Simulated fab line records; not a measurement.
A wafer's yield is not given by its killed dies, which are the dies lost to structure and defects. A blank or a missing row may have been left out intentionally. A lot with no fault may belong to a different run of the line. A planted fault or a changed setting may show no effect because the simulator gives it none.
fab line records -- flow n5_finfet
record lots=7, wafers=21
route steps=1938 shown ZERO_LAYER@9 FIN_SAQP@109 FIN_CUT@156 DUMMY_GATE@224
start_h: hours from the record's opening day to when the first of the lot's shown wafers began -- wait_h: hours from the lot's prior step to this one -- " identical to the entry in the row above -- L1.1+2: several wafers, shown together as one row -- - no value present, or no start provided -- * or withheld: withheld -- < > ~ a bound
route shown NAME@n: names a module that has steps shown in the file, with the first one's number in the route -- usual: mean/standard deviation of fault-free wafers -- same: alike in all rows -- chamber/n: place in a boat -- sites: each site's reading -- _std_site: standard deviation across them -- _edge_site: mean of outer sites minus mean of inner sites -- radius_mm: how far each site lies from the wafer's centre -- mask NAME#n: copy n -- behind: tool/chamber where the wafer was last shaped -- hold: what put the lot on hold/how long, in hours/how the hold closed -- device: the transistor (n, p or np) that didn't switch -- end of line: the tests these same wafers got at the end of their route -- a step without rows: its recipe alone -- killed: dies lost to structure and defects at the first sort, not the wafer's yield -- map: dies across one wafer; x = killed, . = not, _ = none there
set.NAME: the setting as run; set.NAME@STEP: as run at that earlier step -- model.NAME: the simulator's own value behind a step, which no gauge read
lots where settings were altered on purpose, with a table for each step and a row for each wafer
## steps
# step N5_ZERO_LAYER_EXPOSE_08
# recipe mask_id=ZERO, na=0.55, source_shape=conventional, sigma_outer=0.8, polarization=unpolarized, defocus_nm=0, target_cd_nm=2000, dose_mj=16.2
lot.wafer,tool,chamber,start_h,wait_h,mask,set.dose_mj
L078.3+4+5,krf_scanner-02,0,36.51,-,ZERO#0,16.2
L081.2,krf_scanner-01,0,54.60,-,ZERO#0,16.2
L081.3+4,krf_scanner-01,0,54.60,-,ZERO#0,17.36
L083.2+3+5,krf_scanner-01,0,66.47,-,ZERO#0,16.2
L087.3+4,krf_scanner-01,0,90.48,-,ZERO#0,15.35
L087.5,krf_scanner-01,0,90.48,-,ZERO#0,16.2
L092.1+3+4,krf_scanner-02,0,120.78,-,ZERO#0,16.2
L096.2+5+6,krf_scanner-02,0,144.61,-,ZERO#0,16.2
L097.1+2+6,krf_scanner-02,0,150.48,-,ZERO#0,16.2
# step N5_ZERO_LAYER_DEVELOP_10
# recipe develop_time_s=60, rinse_liquid=diw, dry=air_spin, dev_temp_c=21
lot.wafer,tool,chamber,start_h,wait_h,set.develop_time_s
L078.3,litho_track-04,0,-,-,60
L078.4+5,litho_track-04,0,-,-,72.42
L081.2+4,litho_track-03,0,-,-,73.48
L081.3,litho_track-03,0,-,-,60
L083.2+3+5,litho_track-04,0,-,-,60
L087.3,litho_track-03,0,-,-,71.38
L087.4+5,litho_track-03,0,-,-,60
L092.1+3+4,litho_track-03,0,-,-,60
L096.2+5+6,litho_track-04,0,-,-,60
L097.1,litho_track-05,0,-,-,65.51
L097.2+6,litho_track-05,0,-,-,60
# step N5_ZERO_LAYER_HARDBAKE_23
# recipe temp_c=130, time_s=120
# step N5_ZERO_LAYER_CD_MEAS_11
# recipe target_cd_nm=2000, landing_energy_ev=500, detector=se_inlens
# usual cd_nm=1999.3/2.6
lot.wafer,tool,chamber,start_h,wait_h,set.dose_mj@ZERO_LAYER_EXPOSE_08,cd_nm
L078.3,cd_sem-03,0,36.68,-,16.2,1997.1
L078.4,cd_sem-03,0,36.68,-,16.2,1999.3
L078.5,cd_sem-03,0,36.68,-,16.2,2000.5
L081.2,cd_sem-03,0,54.77,-,16.2,2006.2
L081.3,cd_sem-03,0,54.77,-,17.36,2017.0
L081.4,cd_sem-03,0,54.77,-,17.36,2021.3
L083.2,cd_sem-01,0,66.64,-,16.2,1995.1
L083.3,cd_sem-01,0,66.64,-,16.2,1998.7
L083.5,cd_sem-01,0,66.64,-,16.2,1997.2
L087.3,cd_sem-01,0,90.64,-,15.35,1992.0
L087.4,cd_sem-01,0,90.64,-,15.35,1992.9
L087.5,cd_sem-01,0,90.64,-,16.2,2001.7
L092.1,cd_sem-03,0,120.95,-,16.2,2002.8
L092.3,cd_sem-03,0,120.95,-,16.2,2003.0
L092.4,cd_sem-03,0,120.95,-,16.2,2001.6
L096.2,cd_sem-01,0,144.79,-,16.2,1996.9
L096.5,cd_sem-01,0,144.79,-,16.2,1999.3
L096.6,cd_sem-01,0,144.79,-,16.2,1997.5
L097.1,cd_sem-03,0,150.66,-,16.2,2002.7
L097.2,cd_sem-03,0,150.66,-,16.2,1995.5
L097.6,cd_sem-03,0,150.66,-,16.2,1996.8
# step N5_ZERO_LAYER_DESCUM_16
# recipe chemistry=O2, time_s=7.9, source_power_w=50, bias_power_w=20, pressure_mtorr=20, rf_frequency_hz=2.712e+07, temp_c=40, o2_flow_sccm=225
lot.wafer,tool,chamber,start_h,wait_h,set.dose_mj@ZERO_LAYER_EXPOSE_08,model.ZERO_LAYER.cd_nm
L078.3,rie_diel-04,1,36.71,0.0,16.2,1997
L078.4,rie_diel-04,3,36.71,0.0,16.2,1999
L078.5,rie_diel-04,3,36.71,0.0,16.2,2000
L081.2,rie_diel-03,1,55.38,0.6,16.2,2006
L081.3,rie_diel-03,3,55.38,0.6,17.36,2017
L081.4,rie_diel-03,0,55.38,0.6,17.36,2022
L083.2,rie_diel-06,2,66.68,0.0,16.2,1995
L083.3,rie_diel-06,1,66.68,0.0,16.2,1999
L083.5,rie_diel-06,0,66.68,0.0,16.2,1997
L087.3,rie_diel-03,1,90.68,0.0,15.35,1992
L087.4,rie_diel-03,0,90.68,0.0,15.35,1993
L087.5,rie_diel-03,0,90.68,0.0,16.2,2002
L092.1+3,rie_diel-06,"3,1",120.99,0.0,16.2,2003
L092.4,rie_diel-06,2,120.99,0.0,16.2,2002
L096.2+6,rie_diel-03,"3,1",145.21,0.4,16.2,1997
L096.5,rie_diel-03,3,145.21,0.4,16.2,2000
L097.1,rie_diel-06,1,150.70,0.0,16.2,2003
L097.2,rie_diel-06,0,150.70,0.0,16.2,1995
L097.6,rie_diel-06,1,150.70,0.0,16.2,1997
# step N5_ZERO_LAYER_ETCH_17
# recipe chemistry=CF4, target=SiO2, target_depth_a=120, time_s=13.3, ion_energy_ev=350, pressure_mtorr=40, source_w=450, bias_w=215, Ar_flow_sccm=100, cf4_flow_sccm=100
lot.wafer,tool,chamber,start_h,wait_h,set.dose_mj@ZERO_LAYER_EXPOSE_08,model.ZERO_LAYER.cd_nm
L078.3,rie_diel-04,1,36.75,0.0,16.2,1997
L078.4,rie_diel-04,3,36.75,0.0,16.2,1999
L078.5,rie_diel-04,3,36.75,0.0,16.2,2000
L081.2,rie_diel-03,1,55.41,0.0,16.2,2006
L081.3,rie_diel-03,3,55.41,0.0,17.36,2017
L081.4,rie_diel-03,0,55.41,0.0,17.36,2022
L083.2,rie_diel-06,2,66.71,0.0,16.2,1995
L083.3,rie_diel-06,1,66.71,0.0,16.2,1999
L083.5,rie_diel-06,0,66.71,0.0,16.2,1997
L087.3,rie_diel-03,1,90.71,0.0,15.35,1992
L087.4,rie_diel-03,0,90.71,0.0,15.35,1993
L087.5,rie_diel-03,0,90.71,0.0,16.2,2002
L092.1+3,rie_diel-06,"3,1",121.03,0.0,16.2,2003
L092.4,rie_diel-06,2,121.03,0.0,16.2,2002
L096.2+6,rie_diel-03,"3,1",145.25,0.0,16.2,1997
L096.5,rie_diel-03,3,145.25,0.0,16.2,2000
L097.1,rie_diel-06,1,150.73,0.0,16.2,2003
L097.2,rie_diel-06,0,150.73,0.0,16.2,1996
L097.6,rie_diel-06,1,150.73,0.0,16.2,1997
# step N5_FIN_SAQP_PEB_14
# recipe peb_temp_c=withheld, peb_time_s=60, resist=CAR-ArF
lot.wafer,tool,chamber,start_h,wait_h,set.peb_time_s
L078.3+4,litho_track-02,0,46.92,0.0,51.24
L078.5,litho_track-02,0,46.92,0.0,60
L081.2+4,litho_track-05,0,64.85,0.0,60
L081.3,litho_track-05,0,64.85,0.0,68.24
L083.2+3+5,litho_track-05,0,76.16,0.0,60
L087.3,litho_track-05,0,101.38,0.0,48.44
L087.4+5,litho_track-05,0,101.38,0.0,60
L092.1+4,litho_track-02,0,131.06,0.1,55.18
L092.3,litho_track-02,0,131.06,0.1,60
L096.2+5+6,litho_track-05,0,154.21,0.0,60
L097.1+2,litho_track-03,0,160.08,0.1,47.4
L097.6,litho_track-03,0,160.08,0.1,60
# step N5_FIN_SAQP_DEVELOP_15
# recipe develop_time_s=30, developer=TMAH, resist=CAR-ArF, dev_temp_c=23, rinse_liquid=diw, dry=air_spin
lot.wafer,tool,chamber,start_h,wait_h,set.develop_time_s
L078.3+4+5,litho_track-02,0,-,-,30
L081.2+3+4,litho_track-05,0,-,-,30
L083.2+3,litho_track-05,0,-,-,30
L083.5,litho_track-05,0,-,-,33.88
L087.3+4+5,litho_track-05,0,-,-,30
L092.1,litho_track-02,0,-,-,30
L092.3+4,litho_track-02,0,-,-,26.36
L096.2+5+6,litho_track-05,0,-,-,30
L097.1+6,litho_track-03,0,-,-,30
L097.2,litho_track-03,0,-,-,34.73
# step N5_FIN_SAQP_CD_MEAS_16
# recipe target_cd_nm=35.6, landing_energy_ev=500, detector=se_inlens
# usual cd_nm=35.3/0.34
lot.wafer,tool,chamber,start_h,wait_h,set.peb_time_s@FIN_SAQP_PEB_14,cd_nm
L078.3,cd_sem-03,0,46.99,-,51.24,37.5
L078.4,cd_sem-03,0,46.99,-,51.24,37.7
L078.5,cd_sem-03,0,46.99,-,60,35.2
L081.2,cd_sem-01,0,64.92,-,60,34.8
L081.3,cd_sem-01,0,64.92,-,68.24,34.1
L081.4,cd_sem-01,0,64.92,-,60,35.3
L083.2,cd_sem-01,0,76.23,-,60,36.2
L083.3,cd_sem-01,0,76.23,-,60,35.7
L083.5,cd_sem-01,0,76.23,-,60,34.6
L087.3,cd_sem-01,0,101.45,-,48.44,37.8
L087.4,cd_sem-01,0,101.45,-,60,35.6
L087.5,cd_sem-01,0,101.45,-,60,35.1
L092.1,cd_sem-02,0,131.13,-,55.18,36.5
L092.3,cd_sem-02,0,131.13,-,60,35.3
L092.4,cd_sem-02,0,131.13,-,55.18,37.1
L096.2,cd_sem-03,0,154.28,-,60,35.3
L096.5,cd_sem-03,0,154.28,-,60,35.2
L096.6,cd_sem-03,0,154.28,-,60,35.6
L097.1,cd_sem-03,0,160.14,-,47.4,38.8
L097.2,cd_sem-03,0,160.14,-,47.4,38.7
L097.6,cd_sem-03,0,160.14,-,60,35.0
# step N5_FIN_SAQP_FIN_ETCH_36
# recipe chemistry=HBr/Cl2/O2, target_depth_a=1200, mask_material=SiNx, time_s=50.4, bias_w=102, pressure_mtorr=10, icp_w=800, HBr_flow_sccm=150, Cl2_flow_sccm=80, O2_flow_sccm=12
lot.wafer,tool,chamber,start_h,wait_h,set.icp_w,model.FIN_SAQP.feature_depth_nm,model.etch.depth_nm
L078.3,rie_si-06,1,51.03,0.0,800,116.8,116.7
L078.4,rie_si-06,0,51.03,0.0,673.5,108.6,108.6
L078.5,rie_si-06,1,51.03,0.0,800,116.6,116.6
L081.2,rie_si-06,3,69.01,0.0,732.3,113.8,113.7
L081.3,rie_si-06,1,69.01,0.0,800,116.6,116.6
L081.4,rie_si-06,2,69.01,0.0,800,117.8,117.8
L083.2,rie_si-01,1,81.04,0.0,700.1,111.8,111.8
L083.3,rie_si-01,3,81.04,0.0,800,119.4,119.4
L083.5,rie_si-01,3,81.04,0.0,800,119,119.1
L087.3,rie_si-01,2,106.10,0.0,724.4,112,112
L087.4,rie_si-01,0,106.10,0.0,800,122.8,122.9
L087.5,rie_si-01,3,106.10,0.0,800,119,119
L092.1,rie_si-05,2,135.25,0.0,800,120.4,120.3
L092.3,rie_si-05,0,135.25,0.0,800,117.8,117.8
L092.4,rie_si-05,1,135.25,0.0,800,121.6,121.6
L096.2,rie_si-06,1,158.53,0.0,800,115.2,115.3
L096.5,rie_si-06,1,158.53,0.0,800,115.8,115.8
L096.6,rie_si-06,2,158.53,0.0,800,117,117.1
L097.1,rie_si-06,0,165.39,0.0,800,117.4,117.4
L097.2,rie_si-06,2,165.39,0.0,671,109,109.1
L097.6,rie_si-06,3,165.39,0.0,671,108.6,108.6
# step N5_FIN_SAQP_PRECLEAN_38
# recipe chemistry=O3/DIW, time_s=45, temp_c=22, o3_ppm=10
# step N5_FIN_SAQP_PRECLEAN_45
# recipe chemistry=dHF, time_s=10, dilution=500:1, temp_c=25
# step N5_FIN_SAQP_SRD_39
# recipe dry=ipa_marangoni, time_s=30, temp_c=23, rinse_liquid=diw
# step N5_FIN_SAQP_OCD_MEAS_76
# usual trench_depth_nm=119.0/1.5
lot.wafer,tool,chamber,start_h,wait_h,set.icp_w@FIN_SAQP_FIN_ETCH_36,trench_depth_nm
L078.3,ocd-02,-,51.25,0.0,800,116.7
L078.4,ocd-02,-,51.25,0.0,673.5,108.8
L078.5,ocd-02,-,51.25,0.0,800,116.8
L081.2,ocd-02,-,69.24,0.0,732.3,113.8
L081.3,ocd-02,-,69.24,0.0,800,116.5
L081.4,ocd-02,-,69.24,0.0,800,118.3
L083.2,ocd-02,-,81.26,0.0,700.1,112.0
L083.3,ocd-02,-,81.26,0.0,800,119.4
L083.5,ocd-02,-,81.26,0.0,800,119.1
L087.3,ocd-02,-,106.33,0.0,724.4,111.7
L087.4,ocd-02,-,106.33,0.0,800,122.7
L087.5,ocd-02,-,106.33,0.0,800,118.9
L092.1,ocd-01,-,135.47,0.0,800,120.5
L092.3,ocd-01,-,135.47,0.0,800,117.7
L092.4,ocd-01,-,135.47,0.0,800,121.6
L096.2,ocd-02,-,158.75,0.0,800,114.8
L096.5,ocd-02,-,158.75,0.0,800,116.1
L096.6,ocd-02,-,158.75,0.0,800,117.2
L097.1,ocd-02,-,165.61,0.0,800,117.5
L097.2,ocd-02,-,165.61,0.0,671,108.5
L097.6,ocd-02,-,165.61,0.0,671,108.9
# step N5_FIN_CUT_COAT_29
# recipe resist=underlayer, temp_c=205, time_s=60, spin_rpm=1500, resist_thk_nm=10
lot.wafer,tool,chamber,start_h,wait_h,set.spin_rpm,model.underlayer_of_FIN_CUT_COAT_29.thk_nm
L078.3+4+5,litho_track-02,0,-,-,1393,10.4
L081.2+3+4,litho_track-02,0,-,-,1587,9.8
L083.2+5,litho_track-04,0,-,-,1500,10
L083.3,litho_track-04,0,-,-,1437,10.2
L087.3+4+5,litho_track-04,0,-,-,1345,10.6
L092.1,litho_track-01,0,-,-,1564,9.8
L092.3+4,litho_track-01,0,-,-,1500,10
L096.2+5+6,litho_track-01,0,-,-,1500,10
L097.1,litho_track-01,0,-,-,1438,10.2
L097.2+6,litho_track-01,0,-,-,1500,10
# step N5_FIN_CUT_COAT_02
# recipe resist=CAR-EUV, spin_rpm=1500, resist_thk_nm=30
# step N5_FIN_CUT_EBR_04
# recipe solvent=PGMEA, ebr_width_mm=1.5
# step N5_FIN_CUT_DESCUM_13
# recipe chemistry=O2, time_s=7, source_power_w=50, bias_power_w=20, pressure_mtorr=20, rf_frequency_hz=2.712e+07, temp_c=40, resist=CAR-EUV, o2_flow_sccm=225
# step N5_FIN_CUT_ETCH_30
# recipe chemistry=N2/H2, target=underlayer, target_depth_a=130, mask_material=CAR-EUV, time_s=10.4, ion_energy_ev=200, pressure_mtorr=30, source_w=840, bias_w=150, n2_flow_sccm=200, h2_flow_sccm=200, ends=cleared
lot.wafer,tool,chamber,start_h,wait_h,set.spin_rpm@FIN_CUT_COAT_29,model.etch.depth_nm
L078.3,rie_diel-04,0,51.98,0.0,1393,10.38
L078.4,rie_diel-04,2,51.98,0.0,1393,10.4
L078.5,rie_diel-04,2,51.98,0.0,1393,10.34
L081.2,rie_diel-06,3,69.85,0.0,1587,9.78
L081.3,rie_diel-06,2,69.85,0.0,1587,9.795
L081.4,rie_diel-06,1,69.85,0.0,1587,9.765
L083.2,rie_diel-06,3,82.34,0.0,1500,10.08
L083.3,rie_diel-06,2,82.34,0.0,1437,10.29
L083.5,rie_diel-06,2,82.34,0.0,1500,10.05
L087.3,rie_diel-04,2,106.99,0.0,1345,10.57
L087.4,rie_diel-04,0,106.99,0.0,1345,10.53
L087.5,rie_diel-04,1,106.99,0.0,1345,10.55
L092.1,rie_diel-04,2,135.96,0.0,1564,9.811
L092.3,rie_diel-04,0,135.96,0.0,1500,9.999
L092.4,rie_diel-04,1,135.96,0.0,1500,10.02
L096.2,rie_diel-06,1,159.36,0.0,1500,10.02
L096.5,rie_diel-06,2,159.36,0.0,1500,10.04
L096.6,rie_diel-06,1,159.36,0.0,1500,10.01
L097.1,rie_diel-03,1,166.10,0.0,1438,10.22
L097.2,rie_diel-03,0,166.10,0.0,1500,9.978
L097.6,rie_diel-03,1,166.10,0.0,1500,10.02
# step N5_DUMMY_GATE_COAT_28
# recipe resist=underlayer, temp_c=205, time_s=60, spin_rpm=1500, resist_thk_nm=10
lot.wafer,tool,chamber,start_h,wait_h,set.spin_rpm,model.underlayer_of_DUMMY_GATE_COAT_28.thk_nm
L078.3,litho_track-05,0,-,-,1500,10
L078.4,litho_track-05,0,-,-,1411,10.4
L078.5,litho_track-05,0,-,-,1411,10.2
L081.2+3,litho_track-04,0,-,-,1500,10
L081.4,litho_track-04,0,-,-,1644,9.6
L083.2,litho_track-05,0,-,-,1500,10
L083.3+5,litho_track-05,0,-,-,1568,9.8
L087.3+4,litho_track-04,0,-,-,1500,10
L087.5,litho_track-04,0,-,-,1409,10.4
L092.1,litho_track-05,0,-,-,1610,9.8
L092.3,litho_track-05,0,-,-,1500,10
L092.4,litho_track-05,0,-,-,1610,9.6
L096.2+5+6,litho_track-03,0,-,-,1500,10
L097.1+2,litho_track-03,0,-,-,1553,9.8
L097.6,litho_track-03,0,-,-,1500,10
# step N5_DUMMY_GATE_EXPOSE_12
# recipe mask_id=GATE, na=0.33, source_shape=annular, sigma_inner=0.2, sigma_outer=0.6, polarization=unpolarized, target_cd_nm=25, dose_mj=34
lot.wafer,tool,chamber,start_h,wait_h,mask,set.dose_mj
L078.3,euv_scanner-02,0,73.82,-,GATE#0,34
L078.4+5,euv_scanner-02,0,73.82,-,GATE#0,32.12
L081.2+3,euv_scanner-02,0,92.09,-,GATE#0,36.36
L081.4,euv_scanner-02,0,92.09,-,GATE#0,34
L083.2+3+5,euv_scanner-01,0,102.90,-,GATE#0,32.95
L087.3+5,euv_scanner-02,0,126.61,-,GATE#0,35.05
L087.4,euv_scanner-02,0,126.61,-,GATE#0,34
L092.1+3+4,euv_scanner-02,0,155.08,-,GATE#0,34
L096.2+5+6,euv_scanner-01,0,177.50,-,GATE#0,34
L097.1,euv_scanner-01,0,184.45,-,GATE#0,34
L097.2+6,euv_scanner-01,0,184.45,-,GATE#0,31.66
# step N5_DUMMY_GATE_PEB_13
# recipe peb_temp_c=100, peb_time_s=60, resist=CAR-EUV
# step N5_DUMMY_GATE_DEVELOP_14
# recipe develop_time_s=30, developer=TMAH, resist=CAR-EUV, rinse_liquid=surfactant_rinse, dry=air_spin, dev_temp_c=23
# step N5_DUMMY_GATE_CD_MEAS_15
# recipe target_cd_nm=25.8, landing_energy_ev=500, detector=se_inlens
# usual cd_nm=24.99/0.26
lot.wafer,tool,chamber,start_h,wait_h,set.dose_mj@DUMMY_GATE_EXPOSE_12,cd_nm
L078.3,cd_sem-03,0,73.94,-,34,24.94
L078.4,cd_sem-03,0,73.94,-,32.12,25.61
L078.5,cd_sem-03,0,73.94,-,32.12,26.10
L081.2,cd_sem-03,0,92.21,-,36.36,23.84
L081.3,cd_sem-03,0,92.21,-,36.36,23.65
L081.4,cd_sem-03,0,92.21,-,34,24.97
L083.2,cd_sem-03,0,103.03,-,32.95,26.48
L083.3,cd_sem-03,0,103.03,-,32.95,25.96
L083.5,cd_sem-03,0,103.03,-,32.95,26.15
L087.3,cd_sem-02,0,126.73,-,35.05,24.96
L087.4,cd_sem-02,0,126.73,-,34,25.04
L087.5,cd_sem-02,0,126.73,-,35.05,24.51
L092.1,cd_sem-01,0,155.20,-,34,24.74
L092.3,cd_sem-01,0,155.20,-,34,24.68
L092.4,cd_sem-01,0,155.20,-,34,24.76
L096.2,cd_sem-01,0,177.63,-,34,25.18
L096.5,cd_sem-01,0,177.63,-,34,24.99
L096.6,cd_sem-01,0,177.63,-,34,25.06
L097.1,cd_sem-01,0,184.57,-,34,24.76
L097.2,cd_sem-01,0,184.57,-,31.66,26.06
L097.6,cd_sem-01,0,184.57,-,31.66,25.98
# step N5_DUMMY_GATE_STRIP_38
# recipe chemistry=N2/H2, temp_c=40, n2_flow_sccm=200, h2_flow_sccm=200, rf_frequency_hz=6e+07
# step N5_DUMMY_GATE_STRIP_39
# recipe chemistry=N2/H2, temp_c=40, n2_flow_sccm=200, h2_flow_sccm=200, rf_frequency_hz=6e+07
# step N5_DUMMY_GATE_TRIM_49
# recipe chemistry=O2, resist=SOC, time_s=29, target_cd_nm=14, source_power_w=300, bias_power_w=0, O2_flow_sccm=100, temp_c=20
lot.wafer,tool,chamber,start_h,wait_h,set.dose_mj@DUMMY_GATE_EXPOSE_12,model.DUMMY_GATE.cd_nm
L078.3,rie_si-02,2,74.29,0.0,34,13.2
L078.4,rie_si-02,3,74.29,0.0,32.12,14
L078.5,rie_si-02,2,74.29,0.0,32.12,15
L081.2,rie_si-03,0,92.56,0.0,36.36,12.8
L081.3,rie_si-03,2,92.56,0.0,36.36,12.4
L081.4,rie_si-03,1,92.56,0.0,34,14
L083.2,rie_si-03,1,103.74,0.0,32.95,14.6
L083.3,rie_si-03,0,103.74,0.0,32.95,14.8
L083.5,rie_si-03,3,103.74,0.0,32.95,15
L087.3+5,rie_si-02,"2,3",127.31,0.0,35.05,13.4
L087.4,rie_si-02,2,127.31,0.0,34,14
L092.1,rie_si-02,0,155.56,0.0,34,14
L092.3,rie_si-02,3,155.56,0.0,34,13.6
L092.4,rie_si-02,2,155.56,0.0,34,13.8
L096.2,rie_si-02,0,177.98,0.0,34,13.8
L096.5,rie_si-02,3,177.98,0.0,34,13.6
L096.6,rie_si-02,0,177.98,0.0,34,14.2
L097.1,rie_si-04,3,185.49,0.0,34,13.4
L097.2,rie_si-04,2,185.49,0.0,31.66,15.2
L097.6,rie_si-04,1,185.49,0.0,31.66,15.4
# step N5_DUMMY_GATE_STRIP_40
# recipe chemistry=CF4, resist=SiARC, power_w=300, bias_power_w=75, pressure_mtorr=50, cf4_flow_sccm=150, rf_frequency_hz=6e+07
# step N5_DUMMY_GATE_ETCH_32
# recipe chemistry=CF4, target=SiO2, target_depth_a=35, time_s=3.9, ion_energy_ev=350, pressure_mtorr=10, icp_w=800, bias_w=400, cf4_flow_sccm=80
# step N5_DUMMY_GATE_ETCH_23
# recipe chemistry=HBr/Cl2/O2, HBr_flow_sccm=150, Cl2_flow_sccm=80, O2_flow_sccm=12, bias_w=102, target_depth_a=410, time_s=22.3, target=poly-Si, mask_material=SiO2, pressure_mtorr=10, icp_w=800
# step N5_DUMMY_GATE_ETCH_44
# recipe chemistry=HBr/O2, over_etch_frac=0.7, target_depth_a=1275, stop_on=SiO2, ion_energy_ev=60, bias_w=20, target=poly-Si, mask_material=SiO2, pressure_mtorr=20, icp_w=400, HBr_flow_sccm=120, O2_flow_sccm=10
lot.wafer,tool,chamber,start_h,wait_h,set.dose_mj@DUMMY_GATE_EXPOSE_12,model.DUMMY_GATE.cd_nm
L078.3,rie_si-03,1,74.82,0.0,34,14.4
L078.4,rie_si-03,2,74.82,0.0,32.12,14.8
L078.5,rie_si-03,3,74.82,0.0,32.12,15.8
L081.2+3,rie_si-02,"1,3",93.10,0.0,36.36,13.6
L081.4,rie_si-02,0,93.10,0.0,34,15
L083.2,rie_si-02,1,104.27,0.0,32.95,16
L083.3+5,rie_si-02,"2,0",104.27,0.0,32.95,15.8
L087.3+5,rie_si-04,"0,3",127.84,0.0,35.05,14.2
L087.4,rie_si-04,2,127.84,0.0,34,15
L092.1,rie_si-03,1,156.09,0.0,34,14.6
L092.3,rie_si-03,3,156.09,0.0,34,14.8
L092.4,rie_si-03,0,156.09,0.0,34,14.4
L096.2,rie_si-03,3,178.55,0.0,34,15
L096.5,rie_si-03,1,178.55,0.0,34,14.4
L096.6,rie_si-03,0,178.55,0.0,34,15.2
L097.1,rie_si-04,1,186.23,0.0,34,15.2
L097.2,rie_si-04,3,186.23,0.0,31.66,16.4
L097.6,rie_si-04,1,186.23,0.0,31.66,17
# step N5_DUMMY_GATE_ETCH_42
# recipe chemistry=CHF3/O2, target=SiO2, target_depth_a=35, time_s=31, ion_energy_ev=30, bias_w=12, pressure_mtorr=30, source_w=600, Ar_flow_sccm=200, CHF3_flow_sccm=50, O2_flow_sccm=5
lot.wafer,tool,chamber,start_h,wait_h,set.dose_mj@DUMMY_GATE_EXPOSE_12,model.DUMMY_GATE.cd_nm
L078.3,rie_diel-04,0,75.00,0.1,34,14.2
L078.4,rie_diel-04,3,75.00,0.1,32.12,14.8
L078.5,rie_diel-04,2,75.00,0.1,32.12,15.8
L081.2+3,rie_diel-04,"1,3",93.36,0.1,36.36,13.6
L081.4,rie_diel-04,2,93.36,0.1,34,15
L083.2,rie_diel-03,3,104.43,0.0,32.95,16
L083.3,rie_diel-03,0,104.43,0.0,32.95,15.8
L083.5,rie_diel-03,2,104.43,0.0,32.95,15.6
L087.3,rie_diel-03,3,128.06,0.1,35.05,14.4
L087.4,rie_diel-03,1,128.06,0.1,34,14.8
L087.5,rie_diel-03,2,128.06,0.1,35.05,14
L092.1+3,rie_diel-04,"1,2",156.25,0.0,34,14.8
L092.4,rie_diel-04,0,156.25,0.0,34,14.4
L096.2,rie_diel-04,2,178.71,0.0,34,15
L096.5,rie_diel-04,1,178.71,0.0,34,14.4
L096.6,rie_diel-04,0,178.71,0.0,34,15.2
L097.1,rie_diel-06,0,186.39,0.0,34,15.2
L097.2,rie_diel-06,3,186.39,0.0,31.66,16.4
L097.6,rie_diel-06,1,186.39,0.0,31.66,17
## key
split step=N5_ZERO_LAYER_EXPOSE_08, setting=dose_mj, stated=16.2, by=wafer
response step=N5_ZERO_LAYER_CD_MEAS_11, reading=cd_nm, change=+1.79, per=1%, r=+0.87
response step=N5_ZERO_LAYER_DESCUM_16, reading=model.ZERO_LAYER.cd_nm, change=+1.85, per=1%, r=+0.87
response step=N5_ZERO_LAYER_ETCH_17, reading=model.ZERO_LAYER.cd_nm, change=+1.84, per=1%, r=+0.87
split step=N5_ZERO_LAYER_DEVELOP_10, setting=develop_time_s, stated=60, by=wafer
response none clear
split step=N5_FIN_SAQP_PEB_14, setting=peb_time_s, stated=60, by=wafer
response step=N5_FIN_SAQP_CD_MEAS_16, reading=cd_nm, change=-0.145, per=1%, r=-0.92
split step=N5_FIN_SAQP_DEVELOP_15, setting=develop_time_s, stated=30, by=wafer
response none clear
split step=N5_FIN_SAQP_FIN_ETCH_36, setting=icp_w, stated=800, by=wafer
response step=N5_FIN_SAQP_FIN_ETCH_36, reading=model.FIN_SAQP.feature_depth_nm, change=+0.571, per=1%, r=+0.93
response step=N5_FIN_SAQP_FIN_ETCH_36, reading=model.etch.depth_nm, change=+0.572, per=1%, r=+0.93
response step=N5_FIN_SAQP_OCD_MEAS_76, reading=trench_depth_nm, change=+0.573, per=1%, r=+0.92
split step=N5_FIN_CUT_COAT_29, setting=spin_rpm, stated=1500, by=wafer
response step=N5_FIN_CUT_COAT_29, reading=model.underlayer_of_FIN_CUT_COAT_29.thk_nm, change=-0.0476, per=1%, r=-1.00
response step=N5_FIN_CUT_ETCH_30, reading=model.etch.depth_nm, change=-0.0516, per=1%, r=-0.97
split step=N5_DUMMY_GATE_COAT_28, setting=spin_rpm, stated=1500, by=wafer
response step=N5_DUMMY_GATE_COAT_28, reading=model.underlayer_of_DUMMY_GATE_COAT_28.thk_nm, change=-0.0473, per=1%, r=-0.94
split step=N5_DUMMY_GATE_EXPOSE_12, setting=dose_mj, stated=34, by=wafer
response step=N5_DUMMY_GATE_CD_MEAS_15, reading=cd_nm, change=-0.17, per=1%, r=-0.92
response step=N5_DUMMY_GATE_TRIM_49, reading=model.DUMMY_GATE.cd_nm, change=-0.235, per=1%, r=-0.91
response step=N5_DUMMY_GATE_ETCH_44, reading=model.DUMMY_GATE.cd_nm, change=-0.203, per=1%, r=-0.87
response step=N5_DUMMY_GATE_ETCH_42, reading=model.DUMMY_GATE.cd_nm, change=-0.206, per=1%, r=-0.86
